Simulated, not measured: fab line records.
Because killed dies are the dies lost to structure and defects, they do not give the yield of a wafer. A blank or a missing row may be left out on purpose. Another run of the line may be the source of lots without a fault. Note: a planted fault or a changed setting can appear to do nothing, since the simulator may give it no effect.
fab line records | flow n5_finfet
[record] lots = 4 wafers = 12 last_day = 17
route steps=1938 shown BEOL_M10@1524 BEOL_M11@1536 PASSIVATION@1936
lots that met no fault: taken from a fault-free run of the same line
start_h: start of the lot's first displayed wafer, in hours after the record's first day | wait_h: time in hours since the lot's previous step | " unchanged from the row above | L1.1+2: a row that stands for several wafers | - either no value or no given start | * or withheld: withheld | < > ~ a bound
route shown NAME@n: a module of which the file shows steps, and the number in the route of the first | usual: the fault-free wafers' mean and standard deviation | same: alike in all rows | chamber/n: place in a boat | sites: readings site by site | _std_site: the standard deviation of these | _edge_site: the outer-site mean with the inner-site mean subtracted | radius_mm: how far each site lies from the wafer's centre | mask NAME#n: copy n | behind: tool/chamber where the wafer was last shaped | hold: the reason the lot was held/the length of the hold in hours/how it ended | device: transistor that didn't switch, given as n, p or np | end of line: tests run on the same wafers once the route is complete | step lacking rows: just its recipe | killed: count of dies lost to structure and defects at first sort (not the wafer's yield) | map: the dies of a wafer, with x for killed, . for not killed, _ for no die there
set.NAME: the setting as run; set.NAME@STEP: as run at that earlier step | model.NAME: the simulator's own value behind a step, which no gauge read
lots at selected steps of the route; one table per step, one row per wafer
services: the hour from which a tool's chamber was out of use, counted from the record's first day as start_h (under 0 if before that day), plus the number of hours and why
[[steps]]
[step N5_BEOL_M10_ALD_74]
[recipe] material = TaN target_thk_a = 20 temp_c = 275 ald_precursor_family = PDMAT ald_co_reactant = NH3 pressure_torr = 3 carrier_flow_sccm = 1500 pulse_time_s = 2 purge_time_s = 3 co_reactant_purge_time_s = 2 co_reactant_pulse_time_s = 3 ald_cycles = 40 precursor_vessel_temp_c = 75 precursor_vessel_pressure_torr = 26.25 precursor_vessel_carrier_sccm = 1000
[step N5_BEOL_M10_SURFACE_TREAT_76]
[recipe] gas = Ar time_s = * ion_energy_ev = * ion_current_ma_cm2 = 0.5 pressure_mtorr = * ar_flow_sccm = 30
[step N5_BEOL_M10_CVD_75]
[recipe] material = Co target_thk_a = 20 temp_c = withheld precursor = CCTBA/H2 pressure_torr = 30 time_s = 138.9
[step N5_BEOL_M10_SPUTTER_48]
[recipe] material = Cu target_thk_a = 120 temp_c = -20 bias_v = 60 power_w = 26000 chamber_pressure_pa = 0.13 time_s = 2
[step N5_BEOL_M10_ECD_50]
[recipe] material = Cu target_thk_a = 3180
[step N5_BEOL_M10_ANNEAL_51]
[recipe] temp_c = 225 time_s = 90 ambient = N2
[step N5_BEOL_M10_CMP_52]
[recipe] stop_on = SiCOH_lowk t_overpolish_s = 7 down_force_psi = 1 platen_rpm = 50 clearing_platen_down_force_psi = 1.5 clearing_platen_rpm = 50 post_cmp_clean = cu_alkaline target_thk_nm = 140 clearing_platen_pad_velocity_m_s = 0.99484 pad_velocity_m_s = 0.99484
[step N5_BEOL_M10_PRE_CLEAN_55]
[recipe] gas = NH3 time_s = 15 temp_c = withheld rf_power_w = 300
[step N5_BEOL_M10_DEP_56]
[recipe] material = SiCN target_thk_a = 150 temp_c = withheld precursor = 3MS/NH3 pressure_torr = 3 rf_w = 202 time_s = 26.5
[step N5_BEOL_M11_ILD_DEP_00]
[recipe] material = SiCOH_lowk target_thk_a = 3085.1 temp_c = 300 precursor = DEMS/porogen pressure_torr = 5 rf_w = 500 time_s = 58
[usual] heater_power_w = 309/41 rf_fwd_power_W = 496.0/1.8 showerhead_plenum_p_Torr = 5.748/0.017 showerhead_vpp_V = 1366/89 susceptor_temp_C = 299.97/0.18 throttle_valve_pct = 14.0/0.91
// columns lot.wafer tool chamber start_h wait_h heater_power_w rf_fwd_power_W showerhead_plenum_p_Torr showerhead_vpp_V susceptor_temp_C throttle_valve_pct model.SiCOH_lowk_of_BEOL_M11_ILD_DEP_00.thk_nm
L578.2 pecvd-01 0 262.45 0.0 264 498.4 5.754 1283 300.19 15.5 303.2
L578.3 " 1 " " 214 496.0 5.757 1405 300.06 15.1 309.2
L578.5 " 0 " " 284 495.6 5.760 1290 300.23 15.5 312.2
L587.2 pecvd-01 0 322.28 0.0 313 495.0 5.765 1277 296.32 15.2 317.2
L587.3 " 2 " " 355 495.5 5.753 1245 296.19 12.4 318.2
L587.6 " 2 " " 276 496.4 5.753 1242 296.25 12.5 318.4
L588.2 pecvd-04 1 326.69 0.0 284 496.5 5.726 1555 300.16 14.2 296.2
L588.4 " 1 " " 298 494.9 5.739 1527 300.00 14.2 305.4
L588.5 " 0 " " 268 498.3 5.748 1254 299.73 13.9 310.4
L591.2 pecvd-01 0 347.64 0.0 269 498.3 5.762 1272 296.70 15.5 315.6
L591.3 " 2 " " 334 494.9 5.748 1251 296.14 12.6 312.6
L591.4 " 0 " " 270 497.6 5.757 1272 296.35 15.5 316.8
[step N5_BEOL_M11_CURE_71]
[recipe] temp_c = 385 time_s = 240 ambient = He/Ar material = SiCOH_lowk
[step N5_BEOL_M11_PECVD_70]
[recipe] material = SiO2 target_thk_a = 200 temp_c = 400 precursor = TEOS/O2 pressure_torr = 5.5 rf_w = 450 teos_flow_sccm = 53.8 gas = O2 flow_sccm = 3000 time_s = 22.7
[step N5_BEOL_M11_HM_DEP_02]
[recipe] material = TiN target_thk_a = 200 temp_c = 25 chamber_pressure_pa = 0.49996
[step N5_BEOL_M11_COAT_59]
[recipe] resist = SOC temp_c = 250 time_s = 60 spin_rpm = 1500 resist_thk_nm = 100
[step N5_BEOL_M11_COAT_60]
[recipe] resist = SiARC temp_c = 220 time_s = 60 spin_rpm = 1500 resist_thk_nm = 30
[step N5_BEOL_M11_COAT_05]
[recipe] resist = CAR-ArF spin_rpm = 1500 resist_thk_nm = 90
[step N5_BEOL_M11_EBR_07]
[recipe] solvent = PGMEA ebr_width_mm = 1.5
[step N5_BEOL_M11_SOFTBAKE_06]
[recipe] temp_c = 110 time_s = 60 resist = CAR-ArF
[step N5_BEOL_M11_EXPOSE_08]
[recipe] mask_id = M11 na = 1.35 source_shape = dipole sigma_inner = 0.411 sigma_outer = 0.611 polarization = te dose_mj = 53.75
[step N5_BEOL_M11_PEB_09]
[recipe] peb_temp_c = withheld peb_time_s = 60 resist = CAR-ArF
[step N5_BEOL_M11_DEVELOP_10]
[recipe] develop_time_s = 30 developer = TMAH resist = CAR-ArF rinse_liquid = diw dry = air_spin dev_temp_c = 23
[step N5_BEOL_M11_DESCUM_16]
[recipe] chemistry = O2 time_s = 7.9 source_power_w = 50 bias_power_w = 20 pressure_mtorr = 20 rf_frequency_hz = 2.712e+07 temp_c = 40 resist = CAR-ArF o2_flow_sccm = 225
[step N5_BEOL_M11_ETCH_61]
[recipe] chemistry = CF4 target = SiARC target_depth_a = 390 mask_material = CAR-ArF time_s = 65 ion_energy_ev = 80 pressure_mtorr = 40 source_w = 545 bias_w = 36 Ar_flow_sccm = 100 cf4_flow_sccm = 100 ends = cleared
[step N5_BEOL_M11_ETCH_62]
[recipe] chemistry = N2/H2 target = SOC target_depth_a = 1100 overetch_a = 220 mask_material = SiARC temp_c = 40 time_s = 165 ion_energy_ev = 200 pressure_mtorr = 30 source_w = 840 bias_w = 150 n2_flow_sccm = 200 h2_flow_sccm = 200
[step N5_BEOL_M11_STRIP_68]
[recipe] chemistry = N2/H2 temp_c = 40 n2_flow_sccm = 200 h2_flow_sccm = 200 rf_frequency_hz = 6e+07
[step N5_BEOL_M11_STRIP_67]
[recipe] chemistry = CF4 resist = SiARC power_w = 300 bias_power_w = 75 pressure_mtorr = 50 cf4_flow_sccm = 150 rf_frequency_hz = 6e+07
[step N5_BEOL_M11_HM_OPEN_17]
[recipe] chemistry = Cl2/BCl3 target_depth_a = 200 overetch_a = 60 target = TiN mask_material = SOC ion_energy_ev = 150 pressure_mtorr = 10 icp_w = 1000 bias_w = 126 Cl2_flow_sccm = 53.25 bcl3_flow_sccm = 21.75 Ar_flow_sccm = 25
[step N5_BEOL_M11_STRIP_19]
[recipe] chemistry = O2 power_w = 400 temp_c = 40 pressure_mtorr = 30 rf_frequency_hz = 6e+07 bias_power_w = 0 overash_fraction = 0.2 o2_flow_sccm = 225
[step N5_BEOL_M11_COAT_63]
[recipe] resist = SOC temp_c = 250 time_s = 60 spin_rpm = 1500 resist_thk_nm = 100
[step N5_BEOL_M11_COAT_64]
[recipe] resist = SiARC temp_c = 220 time_s = 60 spin_rpm = 1500 resist_thk_nm = 30
[step N5_BEOL_M11_COAT_22]
[recipe] resist = CAR-ArF spin_rpm = 1500 resist_thk_nm = 90
[step N5_BEOL_M11_EBR_24]
[recipe] solvent = PGMEA ebr_width_mm = 1.5
[step N5_BEOL_M11_SOFTBAKE_23]
[recipe] temp_c = 110 time_s = 60 resist = CAR-ArF
[step N5_BEOL_M11_EXPOSE_25]
[recipe] mask_id = V10 na = 1.35 source_shape = annular sigma_inner = 0.5 sigma_outer = 0.8 polarization = unpolarized dose_mj = 85.5
[step N5_BEOL_M11_CMP_52]
[recipe] stop_on = SiCOH_lowk t_overpolish_s = 7 down_force_psi = 1 platen_rpm = 50 clearing_platen_down_force_psi = 1.5 clearing_platen_rpm = 50 post_cmp_clean = cu_alkaline target_thk_nm = 140 clearing_platen_pad_velocity_m_s = 0.99484 pad_velocity_m_s = 0.99484
[usual] barrier_field_endpoint_s = 28.9/0.8 motor_current_A = 6.3/0.69 overpolish_run_s = 6.999/0.0089 time_to_endpoint_s = 67/3.5
// columns lot.wafer tool chamber start_h wait_h barrier_field_endpoint_s motor_current_A overpolish_run_s time_to_endpoint_s model.SiCOH_lowk_of_BEOL_M11_ILD_DEP_00.thk_nm
L578.2 cmp-04 3 270.00 0.2 28.9 7.9 6.998 66 260.4
L578.3 " 0 " " 28.0 5.7 6.991 62 265.6
L578.5 " 3 " " 29.2 7.8 7.009 67 268.4
L587.2 cmp-03 3 333.54 0.2 29.0 6.6 7.001 66 272.6
L587.3 " 1 " " 28.4 7.0 6.983 65 273.6
L587.6 " 0 " " 29.8 5.4 6.997 70 273.8
L588.4 cmp-03 0 338.23 0.2 29.0 5.4 6.993 70 262.2
L588.2 " 2 " " 28.7 6.3 6.988 68 254.2
L588.5 " 3 " " 28.2 6.6 7.008 66 266.6
L591.3 cmp-01 0 355.01 0.2 30.4 5.7 7.009 73 268.6
L591.4 " 2 " " 29.2 6.1 7.003 69 272.2
L591.2 " 3 " " 30.3 6.1 7.005 74 271.2
[step N5_PASSIVATION_PROBE_49]
[usual] defect_limited_yield = 91.2/1.5 killed_at_M0_to_M3 = 33/9.6 killed_at_M4_up = 14/5.6 killed_at_contacts = 14/5.5 killed_at_front_end = 40/13 killed_at_other = 4/3 killed_dies = 104/17 killed_on_rim = 14/4.3 killed_open = 68/13 killed_short = 33/7.2 sort_bin_5_function = 5.2/0.95 sort_bin_6_memory = 3.3/0.62 sort_n_pass = 1076/17 sort_yield_pct = 91.2/1.5
[same] gross_dies = 1180 killed_at_back_side = 0 sort_bin_4_leakage[%] = 0 sort_bin_8_speed[%] = 0
// columns lot.wafer tool chamber start_h wait_h defect_limited_yield[%] killed_at_M0_to_M3 killed_at_M4_up killed_at_contacts killed_at_front_end killed_at_other killed_dies killed_on_rim killed_open killed_short sort_bin_5_function[%] sort_bin_6_memory[%] sort_n_pass sort_yield_pct[%]
L578.2 prober-01 - 315.13 0.1 88.6 31 15 19 66 4 135 25 88 44 7.2 3.9 1045 88.6
L578.3 prober-01 - 315.18 0.1 87.9 47 14 2 75 5 143 17 94 46 6.1 5.4 1037 87.9
L578.5 prober-01 - 315.28 0.2 89.6 44 11 17 48 3 123 20 84 35 6.4 3.5 1057 89.6
L588.2 prober-02 - 386.46 0.1 90.6 29 13 4 62 3 111 24 77 31 5.6 3.4 1069 90.6
L588.4 prober-02 - 386.56 0.2 90.2 38 16 7 49 6 116 11 75 38 5.8 3.7 1064 90.2
L588.5 prober-02 - 386.61 0.2 93.1 24 15 10 26 6 81 12 48 30 4.1 2.2 1099 93.1
L591.2 prober-02 - 397.79 0.1 90.8 29 17 8 51 3 108 19 71 36 5.5 3.3 1072 90.8
L591.3 prober-02 - 397.84 0.1 89.2 35 14 17 56 5 127 20 81 42 6.5 3.6 1053 89.2
L591.4 prober-02 - 397.89 0.2 89.4 39 16 14 53 3 125 18 89 29 5.6 4.3 1055 89.4
// killed by level:class
L578.2 STI_FIN_REVEAL:geometric_particle:open=23 MOL_CONTACT_COAG:geometric_particle:open=15 FIN_SAQP:geometric_particle:short=13 FIN_SAQP:geometric_particle:open=9 BEOL_M0_SAQP:geometric_particle:open=9 BEOL_M1:geometric_particle:open=6 STI_FIN_REVEAL:geometric_particle:short=6 DUMMY_GATE:geometric_particle:open=5
L578.3 STI_FIN_REVEAL:geometric_particle:open=19 FIN_SAQP:geometric_particle:open=16 FIN_SAQP:geometric_particle:short=12 BEOL_M0_SAQP:geometric_particle:short=9 BEOL_M0_SAQP:geometric_particle:open=8 BEOL_M3:geometric_particle:open=8 DUMMY_GATE:geometric_particle:open=7 BEOL_M1:geometric_particle:open=7
L578.5 MOL_CONTACT_COAG:geometric_particle:open=13 BEOL_M1:geometric_particle:open=13 STI_FIN_REVEAL:geometric_particle:open=11 BEOL_M2:geometric_particle:open=11 DUMMY_GATE:geometric_particle:open=8 FIN_SAQP:geometric_particle:short=7 FIN_SAQP:geometric_particle:open=6 BEOL_M1:geometric_particle:short=4
L588.2 STI_FIN_REVEAL:geometric_particle:open=19 BEOL_M2:geometric_particle:open=13 FIN_SAQP:geometric_particle:open=9 GATE_CUT:geometric_particle:short=8 FIN_SAQP:geometric_particle:short=6 BEOL_M4:geometric_particle:open=5 DUMMY_GATE:geometric_particle:open=4 GATE_CUT:geometric_particle:open=4
L588.4 FIN_SAQP:geometric_particle:open=14 BEOL_M3:geometric_particle:open=10 BEOL_M4:geometric_particle:open=9 STI_FIN_REVEAL:geometric_particle:open=7 MOL_CONTACT_COAG:geometric_particle:open=7 BEOL_M0_SAQP:geometric_particle:short=7 BEOL_M2:geometric_particle:open=7 GATE_CUT:geometric_particle:short=5
L588.5 MOL_CONTACT_COAG:geometric_particle:open=8 GATE_CUT:geometric_particle:short=7 BEOL_M3:geometric_particle:open=6 BEOL_M4:geometric_particle:open=6 FIN_SAQP:geometric_particle:short=5 BEOL_M0_SAQP:geometric_particle:open=5 STARTING-WAFER:geometric_particle:open=4 STI_FIN_REVEAL:geometric_particle:open=3
L591.2 FIN_SAQP:geometric_particle:open=17 STI_FIN_REVEAL:geometric_particle:open=11 FIN_SAQP:geometric_particle:short=9 BEOL_M0_SAQP:geometric_particle:open=9 MOL_CONTACT_COAG:geometric_particle:open=8 BEOL_M3:geometric_particle:open=6 BEOL_M0_SAQP:geometric_particle:short=6 BEOL_M4:geometric_particle:short=6
L591.3 FIN_SAQP:geometric_particle:open=20 MOL_CONTACT_COAG:geometric_particle:open=15 FIN_SAQP:geometric_particle:short=13 BEOL_M2:geometric_particle:open=11 BEOL_M0_SAQP:geometric_particle:short=11 BEOL_M4:geometric_particle:open=8 DUMMY_GATE:geometric_particle:open=6 GATE_CUT:geometric_particle:short=6
L591.4 STI_FIN_REVEAL:geometric_particle:open=22 MOL_CONTACT_COAG:geometric_particle:open=12 BEOL_M0_SAQP:geometric_particle:open=12 FIN_SAQP:geometric_particle:open=8 BEOL_M1:geometric_particle:open=8 FIN_SAQP:geometric_particle:short=7 BEOL_M2:geometric_particle:open=6 BEOL_M0_SAQP:geometric_particle:short=4
[[services]]
// columns tool chamber start_h hours kind
pecvd-01 - 243.92 14.6 pm
pecvd-04 - 272.95 0.7 repair
pecvd-01 1 289.14 3.5 repair
cmp-03 - 292.90 0.4 repair
pecvd-01 - 310.82 0.3 repair
pecvd-04 2 320.66 16.5 scheduled_down
cmp-04 - 331.13 5.2 repair
pecvd-04 0 331.85 8.1 repair
cmp-01 - 333.86 4.0 pm
cmp-01 - 337.86 - consumable_replace:conditioner
cmp-01 - 337.86 - consumable_replace:pad
pecvd-04 - 348.15 0.5 repair
cmp-04 - 349.07 4.2 repair
cmp-03 - 351.54 0.9 repair
[[key]]
[first_sign] step = N5_BEOL_M11_ILD_DEP_00 reading = susceptor_temp_C direction = down sigmas = 20 usual = * struck = *
effect none on later readings
[model_effect] step = N5_BEOL_M11_ILD_DEP_00 value = SiCOH_lowk_of_BEOL_M11_ILD_DEP_00.thk_nm without = 310.1 struck = 316.5
[model_effect] step = N5_BEOL_M11_CMP_52 value = SiCOH_lowk_of_BEOL_M11_ILD_DEP_00.thk_nm without = 266.4 struck = 272
met_at N5_BEOL_M11_ILD_DEP_00
struck_wafers L587.2,L587.3,L587.6,L591.2,L591.3,L591.4
onset_between 262.45 322.28
[fault] kind = process_parameter_drift tool = pecvd-01 chamber = - onset_h = 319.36 steps = N5_BEOL_M11_ILD_DEP_00 channel = temp_c offset = * shape = step end_h = 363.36 acts_in = * stated = *
